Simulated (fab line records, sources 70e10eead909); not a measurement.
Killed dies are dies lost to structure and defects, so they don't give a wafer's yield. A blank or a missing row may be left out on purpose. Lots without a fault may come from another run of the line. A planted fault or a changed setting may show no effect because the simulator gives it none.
One fault seen from 3 desks | flow nand_harc | each desk has only its own numbers; what lay behind them comes last

THE TOOL OWNER'S DESK: pecvd_onon-03
The tool's own readings at NHARC_A_ONON_D1_DEP_16 (target thk 1000 nm): means of the sampled wafers that have a number, for each lot that ran on this tool. A lot is out of limits, marked OUT, if its mean lies more than 4 standard deviations from the usual mean; the brackets give that distance.
Columns: A = n2_flow_sccm at NHARC_A_ONON_D1_DEP_16, usual 2750 sccm
lot  | first seen here | A
L601 | day 8 18:32     | 2753
L604 | day 9 09:08     | 2752
L608 | day 11 18:17    | 2748
L615 | day 14 10:16    | 2737
L616 | day 14 19:28    | 2753
L617 | day 15 12:35    | 2758
L622 | day 17 17:37    | 2754
This desk's finding: nothing out of limits on any of the 7 lots.

THE METROLOGY DESK
What the gauges read, lot by lot, whatever tool the lot ran on: means of the sampled wafers that have a number. A lot is out of limits, marked OUT, if its mean lies more than 4 standard deviations from the usual mean; the brackets give that distance.
Columns: A = thk_nm at NHARC_A_ONON_D1_THK_MEAS_18, usual 1000 nm
lot  | first seen here | A
L601 | day 8 19:03     | 1004
L602 | day 8 19:04     | 990
L603 | day 9 09:38     | 1005
L604 | day 9 09:38     | 1004
L605 | day 10 04:22    | 1007
L607 | day 11 09:48    | 996
L608 | day 11 18:48    | 991
L609 | day 11 18:48    | 1006
L615 | day 14 10:43    | 1106 (+16) OUT
L616 | day 14 19:58    | 1101 (+15) OUT
L617 | day 15 13:05    | 1154 (+23) OUT
L623 | day 17 18:07    | 995
L622 | day 17 18:08    | 987
This desk's finding: out of limits on L615, L616, L617; first on L615, day 14 10:43 (thk_nm at NHARC_A_ONON_D1_THK_MEAS_18). In limits: L601, L602, L603, L604, L605, L607, L608, L609, L623, L622.

THE DEFECT DESK
What the inspections along the route counted, lot by lot: means of the sampled wafers that have a number. A lot is out of limits, marked OUT, if its mean lies more than 4 standard deviations from the usual mean; the brackets give that distance.
Columns: A = raw_defect_count at NHARC_A_SOURCE_PLATE_INSPECT_08, usual 53
lot  | first seen here | A
L601 | day 8 07:49     | 50
L602 | day 8 07:49     | 48
L603 | day 8 23:13     | 58
L604 | day 8 23:13     | 58
L605 | day 9 15:52     | 65
L607 | day 10 23:22    | 55
L608 | day 11 07:35    | 42
L609 | day 11 07:35    | 38
L615 | day 13 23:42    | 52
L616 | day 14 08:40    | 48
L617 | day 14 22:41    | 85
L622 | day 17 04:05    | 26
L623 | day 17 08:04    | 58
This desk's finding: nothing out of limits on any of the 13 lots.

PUT TOGETHER
The metrology desk could have raised an alarm at day 14 10:43, on L615, L616, L617.
The tool owner's desk saw nothing out of limits.
The defect desk saw nothing out of limits.
The tool owner's desk has L615, L616, L617 on record, within its limits.
The defect desk has L615, L616, L617 on record, within its limits.
Of the lots named, all ran NHARC_A_ONON_D1_DEP_16 on pecvd_onon-03.

WHAT THE SIMULATOR HAD PUT IN
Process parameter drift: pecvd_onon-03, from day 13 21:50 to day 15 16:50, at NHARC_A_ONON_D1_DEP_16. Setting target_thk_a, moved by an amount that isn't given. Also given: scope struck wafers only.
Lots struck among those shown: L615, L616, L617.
Hours from the fault's start to each desk's first reading out of limits: the metrology desk, 13.
